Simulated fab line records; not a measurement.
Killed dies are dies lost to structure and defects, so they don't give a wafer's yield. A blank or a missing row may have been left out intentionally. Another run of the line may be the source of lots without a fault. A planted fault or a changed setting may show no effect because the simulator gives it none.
The tool behind it: which one?    flow n5Finfet    24 lots with 72 wafers sampled at 6 steps, on a route of 1938 steps

WHAT THE GAUGES SHOWED, per wafer
N5_BEOL_M4_OVL_MEAS_29.
lot   measured      on          V3_OVL (nm)
L074  day 7 18:12   overlay-01  1.4 -0.4 0.1
L075  day 8 04:29   overlay-02  1.8 1.4 0.9
L076  day 9 03:38   overlay-02  1.3 2.1 0.9
L078  day 9 05:32   overlay-01  0.8 0.3 0.3
L081  day 9 08:59   overlay-01  0.1 1.2 1.7
L077  day 9 09:10   overlay-01  0.4 0.7 -0.1
L079  day 9 09:55   overlay-01  0.1 0.2 -0.2
L080  day 9 12:12   overlay-02  -0.8 -0.5 -1.2
L082  day 9 12:23   overlay-02  1.2 1.8 0.2
L083  day 9 17:16   overlay-02  1.0 1.0 0.8
L084  day 9 21:50   overlay-01  1.8 -0.6 -0.2
L085  day 10 20:20  overlay-01  0.3 0.2 0.4
L086  day 11 05:32  overlay-01  1.6 1.1 0.5
L087  day 11 06:26  overlay-02  -1.2 1.1 -0.2
L088  day 11 17:38  overlay-02  0.2 1.9 1.2
L091  day 11 22:39  overlay-02  -1.1 1.0 -0.2
L089  day 12 00:20  overlay-01  0.3 0.2 -1.2
L090  day 12 05:26  overlay-02  0.7 -1.5 -0.8
L093  day 12 14:52  overlay-02  1.9 0.8 -0.3
L092  day 12 18:31  overlay-01  -0.3 -0.1 0.6
L094  day 12 19:36  overlay-02  -0.5 -0.4 -0.7
L095  day 13 09:41  overlay-02  -0.3 0.1 0.1
L097  day 13 16:56  overlay-02  1.4 0.9 0.9
L096  day 13 20:20  overlay-01  0.8 -0.2 0.9

N5_BEOL_M4_OCD_MEAS_38.
lot   measured      on      trenchDepthNm (nm)
L074  day 8 03:30   ocd-01  53.8 54.8 53.7
L075  day 8 06:12   ocd-01  56.2 54.6 54.4
L076  day 9 07:25   ocd-01  55.8 55.7 53.6
L078  day 9 07:30   ocd-02  53.6 54.8 53.0
L081  day 9 11:21   ocd-02  55.0 54.8 53.7
L077  day 9 14:58   ocd-02  56.5 56.4 54.1
L079  day 9 15:22   ocd-02  53.2 55.0 54.9
L080  day 9 18:08   ocd-02  55.9 55.0 54.2
L082  day 9 19:08   ocd-01  55.8 57.6 54.3
L083  day 10 00:29  ocd-02  54.7 54.4 53.2
L084  day 10 13:08  ocd-02  54.9 52.8 54.8
L085  day 10 22:08  ocd-02  54.8 53.0 53.0
L086  day 11 09:26  ocd-02  54.1 57.0 54.4
L087  day 11 09:30  ocd-01  54.8 54.7 53.8
L088  day 11 23:25  ocd-02  54.1 54.7 53.6
L091  day 12 03:57  ocd-02  56.0 57.6 56.1
L089  day 12 04:26  ocd-01  55.1 54.3 54.1
L090  day 12 08:26  ocd-01  53.8 52.1 54.3
L093  day 12 17:49  ocd-01  55.2 53.4 55.5
L092  day 12 22:16  ocd-01  55.5 55.6 55.5
L094  day 12 22:16  ocd-02  55.3 52.7 54.8
L095  day 13 15:32  ocd-02  53.0 55.3 56.3
L097  day 13 22:10  ocd-02  57.1 55.0 54.8
L096  day 13 22:48  ocd-01  53.4 55.5 53.1

WHAT TOOL EACH LOT RAN ON (gives the tool, then ch and the chambers of the sampled wafers, and finally the start)
lot   N5_BEOL_M3_SPUTTER_86        N5_BEOL_M3_ANNEAL_51             N5_BEOL_M4_ETCH_64                 N5_BEOL_M4_DESCUM_33
L074  pvdSputter-03, day 7 13:30   rtpAnneal-02 ch 0, day 7 14:47   rieDiel-06 ch 0,1, day 7 17:18     rieDiel-06 ch 0,1,2, day 7 18:31
L075  pvdSputter-02, day 7 20:25   rtpAnneal-02 ch 0, day 7 21:46   rieDiel-04 ch 0,2, day 8 03:44     rieDiel-02 ch 0,3, day 8 05:19
L076  pvdSputter-02, day 8 23:31   rtpAnneal-02 ch 0, day 9 00:48   rieDiel-04 ch 1,2, day 9 02:45     rieDiel-06 ch 1,2,3, day 9 04:19
L078  pvdSputter-01, day 9 00:49   rtpAnneal-02 ch 0, day 9 02:10   rieDiel-04 ch 0,1,2, day 9 04:47   rieDiel-04 ch 0,2, day 9 05:37
L081  pvdSputter-01, day 9 02:58   rtpAnneal-02 ch 0, day 9 04:19   rieDiel-04 ch 0,2, day 9 08:01     rieDiel-02 ch 0,2,3, day 9 09:16
L077  pvdSputter-03, day 9 03:00   rtpAnneal-01 ch 0, day 9 04:29   rieDiel-06 ch 0,2,3, day 9 08:10   rieDiel-04 ch 0,1,2, day 9 09:19
L079  pvdSputter-03, day 9 05:45   rtpAnneal-01 ch 0, day 9 07:03   rieDiel-04 ch 0,1, day 9 09:05     rieDiel-02 ch 1,2,3, day 9 10:04
L080  pvdSputter-02, day 9 05:59   rtpAnneal-01 ch 0, day 9 07:19   rieDiel-06 ch 1,2, day 9 11:23     rieDiel-04 ch 1,2, day 9 12:18
L082  pvdSputter-01, day 9 06:10   rtpAnneal-02 ch 0, day 9 07:38   rieDiel-04 ch 0,2, day 9 11:24     rieDiel-02 ch 0,2,3, day 9 12:29
L083  pvdSputter-01, day 9 12:59   rtpAnneal-01 ch 0, day 9 14:17   rieDiel-06 ch 0,1,2, day 9 16:26   rieDiel-06 ch 0,1,3, day 9 17:21
L084  pvdSputter-01, day 9 17:03   rtpAnneal-01 ch 0, day 9 18:26   rieDiel-04 ch 0,3, day 9 20:59     rieDiel-06 ch 0,1,2, day 9 21:56
L085  pvdSputter-02, day 10 15:11  rtpAnneal-02 ch 0, day 10 16:29  rieDiel-04 ch 2,3, day 10 19:37    rieDiel-02 ch 0,1,2, day 10 20:25
L086  pvdSputter-03, day 10 22:25  rtpAnneal-01 ch 0, day 10 23:53  rieDiel-06 ch 0,1,3, day 11 04:44  rieDiel-02 ch 1,2, day 11 05:39
L087  pvdSputter-03, day 11 02:10  rtpAnneal-01 ch 0, day 11 03:32  rieDiel-06 ch 1,2,3, day 11 05:38  rieDiel-02 ch 0,1, day 11 06:31
L088  pvdSputter-02, day 11 13:28  rtpAnneal-01 ch 0, day 11 14:46  rieDiel-04 ch 0,1, day 11 16:49    rieDiel-06 ch 0,3, day 11 18:04
L091  pvdSputter-02, day 11 17:02  rtpAnneal-02 ch 0, day 11 18:25  rieDiel-02 ch 0,2,3, day 11 21:49  rieDiel-06 ch 2,3, day 11 22:44
L089  pvdSputter-01, day 11 19:42  rtpAnneal-01 ch 0, day 11 20:59  rieDiel-02 ch 2,3, day 11 23:38    rieDiel-04 ch 0,2, day 12 00:34
L090  pvdSputter-03, day 12 01:01  rtpAnneal-01 ch 0, day 12 02:24  rieDiel-02 ch 0,3, day 12 04:41    rieDiel-02 ch 0,2,3, day 12 05:31
L093  pvdSputter-01, day 12 10:26  rtpAnneal-01 ch 0, day 12 11:50  rieDiel-02 ch 2,3, day 12 14:09    rieDiel-06 ch 0,3, day 12 14:57
L092  pvdSputter-03, day 12 11:52  rtpAnneal-02 ch 0, day 12 13:09  rieDiel-04 ch 1,2, day 12 17:36    rieDiel-02 ch 1,2,3, day 12 18:37
L094  pvdSputter-02, day 12 15:11  rtpAnneal-01 ch 0, day 12 16:32  rieDiel-04 ch 0,2, day 12 18:50    rieDiel-04 ch 0,3, day 12 19:41
L095  pvdSputter-03, day 13 03:40  rtpAnneal-01 ch 0, day 13 05:01  rieDiel-06 ch 2,3, day 13 08:55    rieDiel-06 ch 0,2,3, day 13 10:09
L097  pvdSputter-01, day 13 10:56  rtpAnneal-01 ch 0, day 13 12:16  rieDiel-02 ch 1,2,3, day 13 15:58  rieDiel-04 ch 0,1,3, day 13 17:01
L096  pvdSputter-01, day 13 14:31  rtpAnneal-02 ch 0, day 13 15:56  rieDiel-06 ch 1,2,3, day 13 19:26  rieDiel-04 ch 1,2, day 13 20:25
- N5_BEOL_M3_SPUTTER_86: material Cu, target thk 4.5 nm, time 8.29 s.
- N5_BEOL_M3_ANNEAL_51: time 90 s.
- N5_BEOL_M4_ETCH_64: etches SOC in N2/H2, target depth 75 nm, overetch 22.5 nm, time 121.9 s.
- N5_BEOL_M4_DESCUM_33: chemistry O2, time 7 s.

AS READ BY THE TOOLS THEMSELVES (means over the sampled wafers that have a number; for cases with no such wafer, the mark the record gives instead)
N5_BEOL_M3_SPUTTER_86.
lot   tool           chuckGasFlowSccm (sccm)  chuckSensorTempC (C)  throttleValvePct (%)
L074  pvdSputter-03  1.22                     -15.5                 30.6
L075  pvdSputter-02  1.25                     -15.6                 29.1
L076  pvdSputter-02  1.31                     -15.7                 29.4
L078  pvdSputter-01  1.27                     -15.6                 29.9
L081  pvdSputter-01  1.28                     -15.8                 29.8
L077  pvdSputter-03  1.25                     -15.8                 30.3
L079  pvdSputter-03  1.22                     -15.5                 30.5
L080  pvdSputter-02  1.32                     -15.4                 28.8
L082  pvdSputter-01  1.22                     -15.7                 30.0
L083  pvdSputter-01  1.19                     -15.3                 29.6
L084  pvdSputter-01  1.30                     -15.2                 30.1
L085  pvdSputter-02  1.29                     -16.0                 30.2
L086  pvdSputter-03  1.21                     -15.7                 30.2
L087  pvdSputter-03  1.21                     -15.5                 30.7
L088  pvdSputter-02  1.23                     -15.8                 29.7
L091  pvdSputter-02  1.24                     -15.4                 29.2
L089  pvdSputter-01  1.27                     -15.7                 29.6
L090  pvdSputter-03  1.28                     -15.5                 30.6
L093  pvdSputter-01  1.34                     -15.7                 30.0
L092  pvdSputter-03  1.25                     -15.6                 30.6
L094  pvdSputter-02  1.31                     -15.1                 28.0
L095  pvdSputter-03  1.28                     -15.8                 30.4
L097  pvdSputter-01  1.30                     -15.7                 30.0
L096  pvdSputter-01  1.24                     -15.9                 29.5

N5_BEOL_M3_ANNEAL_51.
lot   tool          wafer_temp_C_max
L074  rtpAnneal-02  226.2
L075  rtpAnneal-02  226.5
L076  rtpAnneal-02  226.4
L078  rtpAnneal-02  226.7
L081  rtpAnneal-02  226.4
L077  rtpAnneal-01  225.7
L079  rtpAnneal-01  226.1
L080  rtpAnneal-01  225.8
L082  rtpAnneal-02  226.5
L083  rtpAnneal-01  225.8
L084  rtpAnneal-01  225.6
L085  rtpAnneal-02  226.3
L086  rtpAnneal-01  225.8
L087  rtpAnneal-01  225.6
L088  rtpAnneal-01  225.8
L091  rtpAnneal-02  226.3
L089  rtpAnneal-01  226.1
L090  rtpAnneal-01  226.1
L093  rtpAnneal-01  225.9
L092  rtpAnneal-02  226.2
L094  rtpAnneal-01  225.8
L095  rtpAnneal-01  226.0
L097  rtpAnneal-01  225.7
L096  rtpAnneal-02  226.7

N5_BEOL_M4_ETCH_64.
lot   tool        drypumpMotorCurrentA (A)  oesProductAu (a.u.)  rfVppV (V)  showerheadPlenumPTorr (Torr)  throttleValvePct (%)
L074  rieDiel-06  6.2                       0.60                 523.8       2.54                          17.70
L075  rieDiel-04  6.0                       0.65                 528.9       2.69                          17.88
L076  rieDiel-04  5.9                       0.69                 526.0       2.62                          17.61
L078  rieDiel-04  5.9                       0.66                 526.3       2.66                          17.81
L081  rieDiel-04  5.9                       0.65                 528.0       2.70                          18.01
L077  rieDiel-06  5.9                       0.57                 524.5       2.58                          17.90
L079  rieDiel-04  5.8                       0.69                 526.0       2.64                          17.72
L080  rieDiel-06  5.5                       0.59                 521.1       2.48                          17.78
L082  rieDiel-04  6.0                       0.63                 526.8       2.68                          17.91
L083  rieDiel-06  5.7                       0.57                 522.9       2.51                          17.83
L084  rieDiel-04  5.9                       0.68                 527.6       2.71                          17.79
L085  rieDiel-04  5.9                       0.65                 527.9       2.69                          17.60
L086  rieDiel-06  6.2                       0.58                 523.3       2.55                          17.80
L087  rieDiel-06  5.7                       0.57                 523.9       2.54                          17.89
L088  rieDiel-04  5.9                       0.66                 526.8       2.63                          17.75
L091  rieDiel-02  6.1                       0.67                 520.4       2.45                          17.55
L089  rieDiel-02  6.2                       0.73                 522.4       2.47                          17.43
L090  rieDiel-02  6.5                       0.66                 521.8       2.45                          17.71
L093  rieDiel-02  6.2                       0.72                 522.0       2.47                          17.44
L092  rieDiel-04  5.9                       0.62                 526.3       2.64                          17.74
L094  rieDiel-04  5.9                       0.62                 527.7       2.69                          18.05
L095  rieDiel-06  5.9                       0.63                 524.8       2.60                          17.85
L097  rieDiel-02  6.3                       0.67                 523.4       2.50                          17.61
L096  rieDiel-06  5.7                       0.62                 524.5       2.53                          17.79

N5_BEOL_M4_DESCUM_33.
lot   tool        drypumpMotorCurrentA (A)  oesProductAu (a.u.)  rfVppV (V)  showerheadPlenumPTorr (Torr)  throttleValvePct (%)
L074  rieDiel-06  5.7                       0.77                 242.4       2.08                          20.31
L075  rieDiel-02  6.5                       0.71                 242.3       2.04                          20.68
L076  rieDiel-06  5.7                       0.76                 243.3       2.11                          20.44
L078  rieDiel-04  5.9                       0.85                 244.8       2.20                          20.46
L081  rieDiel-02  6.1                       0.69                 241.5       2.03                          20.56
L077  rieDiel-04  5.9                       0.88                 244.1       2.17                          20.33
L079  rieDiel-02  6.3                       0.74                 243.4       2.07                          20.57
L080  rieDiel-04  5.9                       0.86                 244.3       2.17                          20.26
L082  rieDiel-02  6.1                       0.70                 242.6       2.03                          20.56
L083  rieDiel-06  6.2                       0.77                 243.3       2.10                          20.32
L084  rieDiel-06  5.7                       0.75                 242.6       2.07                          20.35
L085  rieDiel-02  6.0                       0.84                 241.9       2.06                          20.34
L086  rieDiel-02  6.0                       0.93                 242.9       2.07                          20.23
L087  rieDiel-02  6.0                       0.73                 241.7       2.05                          20.46
L088  rieDiel-06  6.4                       0.74                 244.1       2.15                          20.43
L091  rieDiel-06  5.9                       0.73                 243.5       2.15                          20.54
L089  rieDiel-04  5.9                       0.83                 244.5       2.19                          20.48
L090  rieDiel-02  6.2                       0.87                 242.7       2.03                          20.32
L093  rieDiel-06  6.4                       0.73                 243.3       2.11                          20.33
L092  rieDiel-02  6.3                       0.89                 242.9       2.07                          20.33
L094  rieDiel-04  5.8                       0.89                 245.7       2.22                          20.08
L095  rieDiel-06  5.9                       0.81                 243.3       2.11                          20.34
L097  rieDiel-04  5.9                       0.86                 244.4       2.18                          20.21
L096  rieDiel-04  5.9                       0.81                 244.1       2.15                          20.32

THE ANSWER, worked out from the rows above alone
Rule: usual is defined by the lots themselves. Put in order of their means at a reading, lots are off if they are a third of the lots or fewer, leave a main group of 4 or more, and stand apart from it by a gap of 3 or more times the standard deviation of the main group's means; of several such gaps the widest counts. Not used: any main group whose means are identical at the precision the tables above print for the reading. Also off: a lot with no number at a reading for which 4 or more lots have one. Any other lot the step has rows for is counted as sound. The gauges are gone through in route order, then the tools' own readings, and for those a lot's mean is taken as printed above. At the first step where some lot is off, the reading lying furthest off is the one used; lots without a number count as furthest.
None of the lots is off at any reading shown; this tells nothing.

WHAT HAD BEEN PUT IN BY THE SIMULATOR
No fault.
